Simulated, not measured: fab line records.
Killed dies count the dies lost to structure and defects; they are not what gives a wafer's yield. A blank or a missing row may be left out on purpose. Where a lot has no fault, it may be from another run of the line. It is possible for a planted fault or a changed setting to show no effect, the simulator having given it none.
Chamber matching	flow nandHarc	pecvd-04 running NHARC_A_STAIRCASE_DEP_280: 3 sister chambers
The step deposits SiON, target thk 30 nm. 3 wafers are shown with their chamber, then 10 later ones without.

## WAFERS WITH THEIR CHAMBER
wafer	chamber	heaterPowerW (W)
L084.4	2	720
L088.1	1	622
L088.3	0	804

## WAFERS WHOSE CHAMBER IS MISSING
wafer	heaterPowerW (W)
L088.4	675
L091.1	754
L091.3	726
L091.4	607
L094.3	715
L094.4	745
L094.5	658
L097.1	862
L097.4	732
L097.5	886

## THE CHAMBER EACH PASSED THROUGH
wafer	from the rows above	in truth
L088.4	can't be placed: 2 or 1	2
L091.1	can't be placed: 2 or 0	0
L091.3	can't be placed: 2 or 0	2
L091.4	1	1
L094.3	2	2
L094.4	can't be placed: 2 or 0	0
L094.5	can't be placed: 1 or 2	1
L097.1	0	0
L097.4	can't be placed: 2 or 0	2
L097.5	0	0
4 of 10 placed correctly. Can't be placed from these rows: 6 (the true chamber is among the candidates in 6). Placed wrongly: 0.
How it was worked out, from the rows above alone: a wafer's distance from a chamber is the root of the sum, over the readings, of the square of ((its reading less the chamber's mean) divided by the reading's scatter). The wafer belongs to the nearest chamber; if the next one is less than 2 further off, it can't be placed. For every chamber, the mean is computed from those of its wafers that are shown. The scatter: root of mean squared gap, hidden wafer to nearest shown wafer, with one shown wafer a chamber.
